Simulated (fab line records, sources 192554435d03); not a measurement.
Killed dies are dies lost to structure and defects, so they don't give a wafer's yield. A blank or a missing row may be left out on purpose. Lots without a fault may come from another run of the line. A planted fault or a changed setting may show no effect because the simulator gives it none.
Split-lot experiment | flow n5_finfet | 7 lots, 21 wafers read, on a route of 1938 steps

THE SPLIT
At N5_BEOL_M13_COAT_04 (resist thk 400 nm), the setting spin_rpm was moved away from the recipe's 1625 rpm on 8 of the 21 wafers read, by -10.2% to +10.0%. The other wafers ran this setting at the recipe's value.

FROM THE SPLIT TO THE READING: what the file shows between them, 3 steps
- N5_BEOL_M13_EBR_06
- N5_BEOL_M13_SOFTBAKE_05: time 60 s
- N5_BEOL_M13_DESCUM_15: chemistry O2, time 7.9 s

THE READING
coat_of_BEOL_M13_COAT_04.thk_nm (the simulator's own value, which no gauge read), in nm, at N5_BEOL_M13_ETCH_59 (etches BARC in N2/H2, target depth 89 nm, overetch 26.7 nm, time 67.9 s). The file gives no usual value for it. The 13 wafers here that ran the recipe average 318.0 nm, standard deviation 1.4 nm.

wafer  | tool, chamber at the split | spin_rpm as run, rpm | against the recipe | coat_of_BEOL_M13_COAT_04.thk_nm, nm | against lot-mates on the recipe
L076.1 | litho_track-02, 0          | 1459                 | -10.2%             | 341.2                               | +21.2
L076.5 | litho_track-02, 0          | 1459                 | -10.2%             | 340.4                               | +20.4
L076.6 | litho_track-02, 0          | 1625                 | recipe             | 320                                 | -
L077.2 | litho_track-02, 0          | 1625                 | recipe             | 316.8                               | -
L077.4 | litho_track-02, 0          | 1691                 | +4.1%              | 307.2                               | -9.1
L077.6 | litho_track-02, 0          | 1625                 | recipe             | 315.8                               | -
L079.2 | litho_track-05, 0          | 1625                 | recipe             | 318.2                               | -
L079.3 | litho_track-05, 0          | 1625                 | recipe             | 319                                 | -
L079.4 | litho_track-05, 0          | 1625                 | recipe             | 317.4                               | -
L085.2 | litho_track-05, 0          | 1566                 | -3.6%              | 325.6                               | +5.4
L085.3 | litho_track-05, 0          | 1625                 | recipe             | 320.2                               | -
L085.4 | litho_track-05, 0          | 1566                 | -3.6%              | 322.2                               | +2.0
L086.2 | litho_track-05, 0          | 1625                 | recipe             | 319.4                               | -
L086.4 | litho_track-05, 0          | 1625                 | recipe             | 316.8                               | -
L086.6 | litho_track-05, 0          | 1625                 | recipe             | 317.6                               | -
L088.2 | litho_track-02, 0          | 1788                 | +10.0%             | 299.8                               | -18.8
L088.5 | litho_track-02, 0          | 1625                 | recipe             | 318.6                               | -
L088.6 | litho_track-02, 0          | 1788                 | +10.0%             | 302.2                               | -16.4
L096.1 | litho_track-01, 0          | 1625                 | recipe             | 317.8                               | -
L096.2 | litho_track-01, 0          | 1536                 | -5.5%              | 327.8                               | +10.8
L096.4 | litho_track-01, 0          | 1625                 | recipe             | 316.2                               | -

THE FIT
A straight line over all 21 wafers: coat_of_BEOL_M13_COAT_04.thk_nm changes by -1.96 nm for each +1% of spin_rpm; r = -0.98; the points scatter about the line by 2 nm.
The same after taking each lot's own level away (the mean of its wafers on the recipe; 21 wafers): -1.87 nm for each +1%; r = -0.99; scatter 1.5 nm.
On that fit, the largest move of spin_rpm shifts the reading by 19 nm.
The lots' own levels span 316.30 to 320.20 nm, that is 2.9 times the standard deviation above.
So the lot-to-lot level changes the slope little: the two slopes agree.
Check: with one of the wafers moved furthest among these (-10.2%) left out of the fit, the line predicts +18.3 nm for it against its lot-mates. It came out at +21.2 nm against them.

OTHER SPLITS ON THESE WAFERS
These wafers also went through other splits before the reading. Each is held against what the fit with the lots' levels taken away leaves over:
other split on the same wafers    | wafers away from the commonest value | r with coat_of_BEOL_M13_COAT_04.thk_nm (lot level and that fit taken away)
N5_BEOL_M11_TRENCH_ETCH_37 time_s | 5                                    | +0.02
N5_BEOL_M11_DEGAS_44 temp_c       | 6                                    | -0.05
N5_BEOL_M13_ILD_DEP_00 time_s     | 9                                    | +0.32

THE WHOLE CHAIN: every reading that the file lists as answering this split, in the file's order
step                | what it does                                                            | reading                                                                          | change (the file's fit)              | r (the file's)
N5_BEOL_M13_COAT_04 | resist thk 400 nm                                                       | coat_of_BEOL_M13_COAT_04.thk_nm (the simulator's own value, which no gauge read) | -1.99 nm for each +1% of the setting | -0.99
N5_BEOL_M13_ETCH_59 | etches BARC in N2/H2, target depth 89 nm, overetch 26.7 nm, time 67.9 s | coat_of_BEOL_M13_COAT_04.thk_nm (the simulator's own value, which no gauge read) | -1.88 nm for each +1% of the setting | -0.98

THE FILE'S OWN FIT
coat_of_BEOL_M13_COAT_04.thk_nm changes by -1.88 nm for each +1% of spin_rpm, r = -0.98.
